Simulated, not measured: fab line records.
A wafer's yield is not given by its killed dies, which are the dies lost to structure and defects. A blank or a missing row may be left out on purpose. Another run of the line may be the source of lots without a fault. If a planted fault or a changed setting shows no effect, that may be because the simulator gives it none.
Struck lot and sound lot, side by side | flow n5_finfet | 16 steps out of a route of 1938
Sound: the wafers L390.2, L390.3, L390.5. Struck: wafers L410.1, L410.5, L410.6. The cause is named last.
Each step with rows lists, per side, the tool, then ch with its chambers, then its first start. Under that, the readings that differ: sound wafers | struck wafers | difference of the means | sigmas: that difference in standard deviations of wafers without a fault.
alike: readings whose means differ by less than 2 such deviations, and words and numbers that are the same on both sides. not compared: withheld readings, readings that some wafer has no value for, bounds like >300 that may hide the same value, and numbers for which the record gives no deviation and whose values overlap.
Wherever a step has rows on one side only, a row that says differs or no value, or a row with sigmas, the two part there. When numbers do not overlap yet have no deviation, they are printed without sigmas and do not part them. A reading missing from all wafers of one side parts the sides only when that side holds two or more wafers.

first, 12 steps without rows for these wafers: N5_GATE_CUT_DESCUM_18 (chemistry O2, time 7 s); N5_GATE_CUT_ETCH_28 (etches underlayer in N2/H2, target depth 13 nm, time 10.4 s); N5_GATE_CUT_ETCH_36 (etches SiARC in CF4, target depth 13 nm, time 21.7 s); N5_GATE_CUT_ETCH_37 (etches SOC in N2/H2, target depth 60 nm, overetch 12 nm, time 90 s); N5_GATE_CUT_STRIP_38 (strips in N2/H2); N5_GATE_CUT_STRIP_39 (strips in N2/H2); N5_GATE_CUT_HM_OPEN_40 (chemistry C4F6/O2, target SiO2, target depth 139 nm, time 85.1 s); N5_GATE_CUT_STRIP_41 (strips in CF4); N5_GATE_CUT_STRIP_42 (strips in O2); N5_GATE_CUT_ETCH_19 (etches SiNx in CH3F/O2, target depth 53.7 nm, time 76.7 s); N5_GATE_CUT_CUT_ETCH_53 (etches W in SF6/Cl2, target depth 79.2 nm); N5_GATE_CUT_CUT_ETCH_54 (etches TiN in Cl2/BCl3, target depth 96.7 nm).
N5_GATE_CUT_CUT_ETCH_55: etches HfO2 in BCl3, target depth 3.2 nm.
  sound on rie_metal-02 ch 0,1, day 4 10:09; struck on rie_metal-03 ch 0,1, day 9 17:14
  no value came back on the struck wafers for any of 5 readings (bcl3_flow_sccm (sccm), bias_w (W) and others); on the sound wafers bcl3_flow_sccm (sccm) reads 80.05 79.89 79.88
  not compared: rf_hours_counter_h
then, 1 step without rows for these wafers: N5_GATE_CUT_ETCH_47 (etches SiO2 in Cl2/BCl3, target depth 10 nm).
N5_BEOL_M4_RC_MEAS_101:
  the record has rows for the sound wafers here (prober-02 ch 0, day 10 21:08) and none for the struck ones
-- record jumps: 12 days separate the struck wafers' starts on either side; left off in module BEOL_M4, taken up again in module PASSIVATION, whose first shown step is the route's number 1936 --
N5_PASSIVATION_PROBE_49:
  sound: prober-02 at day 15 20:47; struck: prober-01 at day 21 16:10
  reading                  | sound          | struck         | difference | sigmas
  defect_limited_yield (%) | 90.9 90.5 91.7 | 0 0 0          | -91        | -57
  killed_at_front_end      | 29 40 40       | 1116 1117 1101 | +1075      | +98
  killed_dies              | 107 112 98     | 1180 1180 1180 | +1074      | +57
  killed_on_rim            | 16 20 10       | 152 152 152    | +137       | +32
  sort_bin_5_function (%)  | 5.8 5.4 5.7    | 95.8 96.8 96.5 | +90.7      | +91
  sort_n_pass              | 1073 1068 1082 | 0 0 0          | -1074      | -54
  sort_yield_pct (%)       | 90.9 90.5 91.7 | 0 0 0          | -91        | -54
  alike: killed_at_M0_to_M3, killed_at_M4_up, killed_at_contacts, killed_at_other, killed_open, killed_short, sort_bin_6_memory

## WHERE THEY PART
Earliest at N5_GATE_CUT_CUT_ETCH_55; latest, in this record, at N5_PASSIVATION_PROBE_49.

WHY: what had been put in by the simulator
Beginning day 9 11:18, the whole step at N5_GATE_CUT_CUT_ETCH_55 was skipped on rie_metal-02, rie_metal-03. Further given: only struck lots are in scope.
